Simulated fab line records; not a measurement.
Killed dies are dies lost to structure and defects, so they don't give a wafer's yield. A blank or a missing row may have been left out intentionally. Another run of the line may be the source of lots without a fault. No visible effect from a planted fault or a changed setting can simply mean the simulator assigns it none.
Split-lot experiment :: flow n5 finfet :: 39 wafers read across 7 lots, on a route 1938 steps long

== ON THE SPLIT ==
At N5_HKMG_FIN_CVD_62 (deposits a-Si from Si2H6, target thk 3 nm, time 20.8 s), the setting target thk a was moved away from the recipe's 30 angstrom on 9 of the 39 wafers read, by -18.3% to +47.8%. The other wafers ran this setting at the recipe's value.

The reading comes from the split's own step.

== THE READING ==
a-Si_of_HKMG_FIN_CVD_62.thk nm (the simulator's own value, which no gauge read), in nm, at N5_HKMG_FIN_CVD_62 (deposits a-Si from Si2H6, target thk 3 nm, time 20.8 s). The file gives no usual value for it. Average 2.9 nm, standard deviation 0.13 nm, over the 30 wafers here run with the recipe.

wafer: L074.1
tool, chamber at the split: thermal cvd si-02, 0,2,0
target thk a as run, angstrom: 30
against the recipe: recipe
a-Si_of_HKMG_FIN_CVD_62.thk nm, nm: 3
against lot-mates on the recipe: -

wafer: L074.4
tool, chamber at the split: thermal cvd si-02, 0,2,0
target thk a as run, angstrom: 30
against the recipe: recipe
a-Si_of_HKMG_FIN_CVD_62.thk nm, nm: 3
against lot-mates on the recipe: -

wafer: L074.6
tool, chamber at the split: thermal cvd si-02, 0,2,0
target thk a as run, angstrom: 30
against the recipe: recipe
a-Si_of_HKMG_FIN_CVD_62.thk nm, nm: 3
against lot-mates on the recipe: -

wafer: L074.2
tool, chamber at the split: thermal cvd si-02, 1,2,1
target thk a as run, angstrom: 30
against the recipe: recipe
a-Si_of_HKMG_FIN_CVD_62.thk nm, nm: 2.8
against lot-mates on the recipe: -

wafer: L074.3
tool, chamber at the split: thermal cvd si-02, 1,2,1
target thk a as run, angstrom: 30
against the recipe: recipe
a-Si_of_HKMG_FIN_CVD_62.thk nm, nm: 2.8
against lot-mates on the recipe: -

wafer: L074.5
tool, chamber at the split: thermal cvd si-02, 1,2,1
target thk a as run, angstrom: 30
against the recipe: recipe
a-Si_of_HKMG_FIN_CVD_62.thk nm, nm: 2.8
against lot-mates on the recipe: -

wafer: L078.1
tool, chamber at the split: thermal cvd si-02, 1,0,2,0,2,1
target thk a as run, angstrom: 30
against the recipe: recipe
a-Si_of_HKMG_FIN_CVD_62.thk nm, nm: 2.8
against lot-mates on the recipe: -

wafer: L078.2
tool, chamber at the split: thermal cvd si-02, 1,0,2,0,2,1
target thk a as run, angstrom: 30
against the recipe: recipe
a-Si_of_HKMG_FIN_CVD_62.thk nm, nm: 2.8
against lot-mates on the recipe: -

wafer: L078.3
tool, chamber at the split: thermal cvd si-02, 1,0,2,0,2,1
target thk a as run, angstrom: 30
against the recipe: recipe
a-Si_of_HKMG_FIN_CVD_62.thk nm, nm: 2.8
against lot-mates on the recipe: -

wafer: L078.4
tool, chamber at the split: thermal cvd si-02, 1,0,2,0,2,1
target thk a as run, angstrom: 30
against the recipe: recipe
a-Si_of_HKMG_FIN_CVD_62.thk nm, nm: 2.8
against lot-mates on the recipe: -

wafer: L078.5
tool, chamber at the split: thermal cvd si-02, 1,0,2,0,2,1
target thk a as run, angstrom: 30
against the recipe: recipe
a-Si_of_HKMG_FIN_CVD_62.thk nm, nm: 2.8
against lot-mates on the recipe: -

wafer: L078.6
tool, chamber at the split: thermal cvd si-02, 1,0,2,0,2,1
target thk a as run, angstrom: 30
against the recipe: recipe
a-Si_of_HKMG_FIN_CVD_62.thk nm, nm: 2.8
against lot-mates on the recipe: -

wafer: L080.1
tool, chamber at the split: thermal cvd si-02, 1
target thk a as run, angstrom: 30
against the recipe: recipe
a-Si_of_HKMG_FIN_CVD_62.thk nm, nm: 2.8
against lot-mates on the recipe: -

wafer: L080.5
tool, chamber at the split: thermal cvd si-02, 1
target thk a as run, angstrom: 30
against the recipe: recipe
a-Si_of_HKMG_FIN_CVD_62.thk nm, nm: 2.8
against lot-mates on the recipe: -

wafer: L080.2
tool, chamber at the split: thermal cvd si-02, 2
target thk a as run, angstrom: 24.51
against the recipe: -18.3%
a-Si_of_HKMG_FIN_CVD_62.thk nm, nm: 2.4
against lot-mates on the recipe: -0.5

wafer: L080.6
tool, chamber at the split: thermal cvd si-02, 2
target thk a as run, angstrom: 24.51
against the recipe: -18.3%
a-Si_of_HKMG_FIN_CVD_62.thk nm, nm: 2.4
against lot-mates on the recipe: -0.5

wafer: L080.3
tool, chamber at the split: thermal cvd si-02, 0
target thk a as run, angstrom: 30
against the recipe: recipe
a-Si_of_HKMG_FIN_CVD_62.thk nm, nm: 3
against lot-mates on the recipe: -

wafer: L080.4
tool, chamber at the split: thermal cvd si-02, 0
target thk a as run, angstrom: 24.51
against the recipe: -18.3%
a-Si_of_HKMG_FIN_CVD_62.thk nm, nm: 2.6
against lot-mates on the recipe: -0.3

wafer: L081.1
tool, chamber at the split: thermal cvd si-01, 2,1
target thk a as run, angstrom: 44.33
against the recipe: +47.8%
a-Si_of_HKMG_FIN_CVD_62.thk nm, nm: 4.2
against lot-mates on the recipe: +1.2

wafer: L081.2
tool, chamber at the split: thermal cvd si-01, 2,1
target thk a as run, angstrom: 44.33
against the recipe: +47.8%
a-Si_of_HKMG_FIN_CVD_62.thk nm, nm: 4.2
against lot-mates on the recipe: +1.2

wafer: L081.3
tool, chamber at the split: thermal cvd si-01, 0,0,2
target thk a as run, angstrom: 30
against the recipe: recipe
a-Si_of_HKMG_FIN_CVD_62.thk nm, nm: 3
against lot-mates on the recipe: -

wafer: L081.4
tool, chamber at the split: thermal cvd si-01, 0,0,2
target thk a as run, angstrom: 30
against the recipe: recipe
a-Si_of_HKMG_FIN_CVD_62.thk nm, nm: 3
against lot-mates on the recipe: -

wafer: L081.6
tool, chamber at the split: thermal cvd si-01, 0,0,2
target thk a as run, angstrom: 30
against the recipe: recipe
a-Si_of_HKMG_FIN_CVD_62.thk nm, nm: 3
against lot-mates on the recipe: -

wafer: L081.5
tool, chamber at the split: thermal cvd si-01, 1
target thk a as run, angstrom: 44.33
against the recipe: +47.8%
a-Si_of_HKMG_FIN_CVD_62.thk nm, nm: 4.4
against lot-mates on the recipe: +1.4

wafer: L082.3
tool, chamber at the split: thermal cvd si-02, 2
target thk a as run, angstrom: 30
against the recipe: recipe
a-Si_of_HKMG_FIN_CVD_62.thk nm, nm: 2.8
against lot-mates on the recipe: -

wafer: L082.5
tool, chamber at the split: thermal cvd si-02, 2
target thk a as run, angstrom: 30
against the recipe: recipe
a-Si_of_HKMG_FIN_CVD_62.thk nm, nm: 2.8
against lot-mates on the recipe: -

wafer: L082.4
tool, chamber at the split: thermal cvd si-02, 1
target thk a as run, angstrom: 30
against the recipe: recipe
a-Si_of_HKMG_FIN_CVD_62.thk nm, nm: 3
against lot-mates on the recipe: -

wafer: L083.1
tool, chamber at the split: thermal cvd si-01, 1
target thk a as run, angstrom: 30
against the recipe: recipe
a-Si_of_HKMG_FIN_CVD_62.thk nm, nm: 2.8
against lot-mates on the recipe: -

wafer: L083.2
tool, chamber at the split: thermal cvd si-01, 2,2,1
target thk a as run, angstrom: 30
against the recipe: recipe
a-Si_of_HKMG_FIN_CVD_62.thk nm, nm: 3
against lot-mates on the recipe: -

wafer: L083.5
tool, chamber at the split: thermal cvd si-01, 2,2,1
target thk a as run, angstrom: 30
against the recipe: recipe
a-Si_of_HKMG_FIN_CVD_62.thk nm, nm: 3
against lot-mates on the recipe: -

wafer: L083.6
tool, chamber at the split: thermal cvd si-01, 2,2,1
target thk a as run, angstrom: 30
against the recipe: recipe
a-Si_of_HKMG_FIN_CVD_62.thk nm, nm: 3
against lot-mates on the recipe: -

wafer: L083.3
tool, chamber at the split: thermal cvd si-01, 0
target thk a as run, angstrom: 30
against the recipe: recipe
a-Si_of_HKMG_FIN_CVD_62.thk nm, nm: 3.2
against lot-mates on the recipe: -

wafer: L083.4
tool, chamber at the split: thermal cvd si-01, 0
target thk a as run, angstrom: 30
against the recipe: recipe
a-Si_of_HKMG_FIN_CVD_62.thk nm, nm: 3.2
against lot-mates on the recipe: -

wafer: L097.1
tool, chamber at the split: thermal cvd si-01, 0
target thk a as run, angstrom: 30
against the recipe: recipe
a-Si_of_HKMG_FIN_CVD_62.thk nm, nm: 3.2
against lot-mates on the recipe: -

wafer: L097.2
tool, chamber at the split: thermal cvd si-01, 2,1
target thk a as run, angstrom: 30
against the recipe: recipe
a-Si_of_HKMG_FIN_CVD_62.thk nm, nm: 3
against lot-mates on the recipe: -

wafer: L097.6
tool, chamber at the split: thermal cvd si-01, 2,1
target thk a as run, angstrom: 30
against the recipe: recipe
a-Si_of_HKMG_FIN_CVD_62.thk nm, nm: 3
against lot-mates on the recipe: -

wafer: L097.3
tool, chamber at the split: thermal cvd si-01, 1,0
target thk a as run, angstrom: 43.77
against the recipe: +45.9%
a-Si_of_HKMG_FIN_CVD_62.thk nm, nm: 4.6
against lot-mates on the recipe: +1.5

wafer: L097.4
tool, chamber at the split: thermal cvd si-01, 1,0
target thk a as run, angstrom: 43.77
against the recipe: +45.9%
a-Si_of_HKMG_FIN_CVD_62.thk nm, nm: 4.6
against lot-mates on the recipe: +1.5

wafer: L097.5
tool, chamber at the split: thermal cvd si-01, 2
target thk a as run, angstrom: 43.77
against the recipe: +45.9%
a-Si_of_HKMG_FIN_CVD_62.thk nm, nm: 4.4
against lot-mates on the recipe: +1.3
The file does not say which wafer passed through which chamber wherever a row lists several chambers: such a row stands for several wafers.

THE FIT
A straight line over all 39 wafers: a-Si_of_HKMG_FIN_CVD_62.thk nm changes by +0.0307 nm for each +1% of target thk a; r = +0.97; the points scatter about the line by 0.15 nm.
The same after taking each lot's own level away (the mean of its wafers on the recipe; 39 wafers): +0.0284 nm for each +1%; r = +0.98; scatter 0.11 nm.
That fit puts the effect of the largest move of target thk a on the reading at 1.4 nm.
The span of the lots' own levels, 2.80 to 3.07 nm, comes to 2.0 times the standard deviation stated above.
So the lot-to-lot level changes the slope little: the two slopes agree.
Check: for one of the wafers moved furthest among these (+47.8%), held out of the fit, the line's prediction against its lot-mates is +1.4 nm. It came out at +1.2 nm against them.

== THE OTHER SPLITS THESE WAFERS WENT THROUGH ==
Before the reading, these wafers also passed through other splits. Each is held against what the fit with the lots' levels taken away leaves over:
other split on the same wafers: N5_FIN_SAQP_HM_DEP_72 target thk a
wafers away from the commonest value: 18
r with a-Si_of_HKMG_FIN_CVD_62.thk nm (lot level and that fit taken away): +0.11

other split on the same wafers: N5_SD_EPI_N_EPI_21 epi growth time s
wafers away from the commonest value: 12
r with a-Si_of_HKMG_FIN_CVD_62.thk nm (lot level and that fit taken away): -0.23

== THE FILE'S OWN FIT ==
a-Si_of_HKMG_FIN_CVD_62.thk nm changes by +0.0286 nm for each +1% of target thk a, r = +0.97.
